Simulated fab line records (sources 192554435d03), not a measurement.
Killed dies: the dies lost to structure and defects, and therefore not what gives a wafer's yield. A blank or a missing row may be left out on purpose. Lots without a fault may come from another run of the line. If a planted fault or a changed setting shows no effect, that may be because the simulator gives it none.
Problem report, 8D (eight disciplines) form, completed by code / flow n5 finfet / the parts of the form that need people (team, actions taken, sign-off) are left out

== 1. PROBLEM STATEMENT ==
Mean of rf fwd power W at N5_BEOL_M10_VIA_ETCH_34: 425.4 W across 6 wafers in 2 lots; on wafers with no fault it is 342.5 W (standard deviation 1.2). Measured from the usual mean, that is +69 standard deviations.
The step: etches SiCOH lowk in C4F6/O2, target depth 184.5 nm, time 69.2 s.
First observed at day 12 03:34: wafer L796.1, on rie diel-04. The record has a number at this step for 18 wafers belonging to 6 lots. The rule behind "out" and "out of limits": a value lying over 4 standard deviations away from the usual mean. The rest of the wafers with a number are treated as sound.

== 2. WHAT IT IS, WHAT IT ISN'T ==
question=which readings at this step | is=rf fwd power W | is not=drypump motor current A, oes product au, showerhead plenum p Torr, throttle valve pct
question=which lots | is=L796, L798 | is not=L794, L801, L803, L812
question=which wafers of those lots | is=all that have a number | is not=-
question=read on which tools | is=rie diel-04 | is not=rie diel-01, rie diel-05
question=when | is=from day 12 03:34 | is not=up to then (3 sound wafers); but 9 sound wafers of L801, L803, L812 came after

== 3. SUSPECTS, AND WHAT RULES EACH OUT ==
Counting: any tool at a process step up to the reading is kept as a suspect provided that every lot that is out went through it and no sound lot did after the first of them.
- rie diel-04 at N5_BEOL_M10_DESCUM_33 (chemistry O2, time 7.9 s): ruled out as a lasting fault. After its first lot that is out, L796 (day 12 03:22), sound lots L812 ran on it.
- rie diel-04 at N5_BEOL_M10_ETCH_65 (etches SiARC in CF4, target depth 39 nm, time 65 s): ruled out as a lasting fault. After its first lot that is out, L796 (day 12 03:23), sound lots L812 ran on it.
- rie diel-04 at N5_BEOL_M10_ETCH_66 (etches SOC in N2/H2, target depth 120 nm, overetch 24 nm, time 180 s): ruled out as a lasting fault. After its first lot that is out, L796 (day 12 03:26), sound lots L812 ran on it.
- rie diel-04 at N5_BEOL_M10_VIA_ETCH_34 (etches SiCOH lowk in C4F6/O2, target depth 184.5 nm, time 69.2 s): ruled out as a lasting fault. After its first lot that is out, L796 (day 12 03:34), sound lots L812 ran on it.
Left after counting: nothing in the record.

== 4. THE CAUSE (what the simulator had put in) ==
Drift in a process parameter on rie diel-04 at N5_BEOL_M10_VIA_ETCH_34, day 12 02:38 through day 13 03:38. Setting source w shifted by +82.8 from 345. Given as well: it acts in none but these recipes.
Counting ruled it out, wrongly.

== 5. THE CHAIN OF EFFECTS, in route order ==
Each row: a reading whose mean over the struck wafers that have a number lies more than 3 standard deviations from the usual. Only readings for which the record gives a usual standard deviation are gone through. hours: the time from each lot's start at the first step in this table that gives one to its start at this step, as a median over the lots. sigmas: the change in usual standard deviations.
hours=0; step=N5_BEOL_M10_VIA_ETCH_34; reading=oes_f_703_au; usual=0.79 a.u.; on struck wafers=1.13; change=+0.34; sigmas=+4.4
hours=0; step=N5_BEOL_M10_VIA_ETCH_34; reading=oes_o_777_au; usual=0.80 a.u.; on struck wafers=1.10; change=+0.30; sigmas=+3.7
hours=0; step=N5_BEOL_M10_VIA_ETCH_34; reading=rf fwd power W; usual=342.5 W; on struck wafers=425.4; change=+82.9; sigmas=+69
hours=0; step=N5_BEOL_M10_VIA_ETCH_34; reading=rf vpp V; usual=675 V; on struck wafers=597; change=-78; sigmas=-3.2
Process steps it contains:
- N5_BEOL_M10_VIA_ETCH_34: etches SiCOH lowk in C4F6/O2, target depth 184.5 nm, time 69.2 s.

== 6. WHAT WOULD HAVE CAUGHT IT SOONER ==
In this record the first reading out of limits was taken at day 12 03:34, 1 hour after the fault began at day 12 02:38.
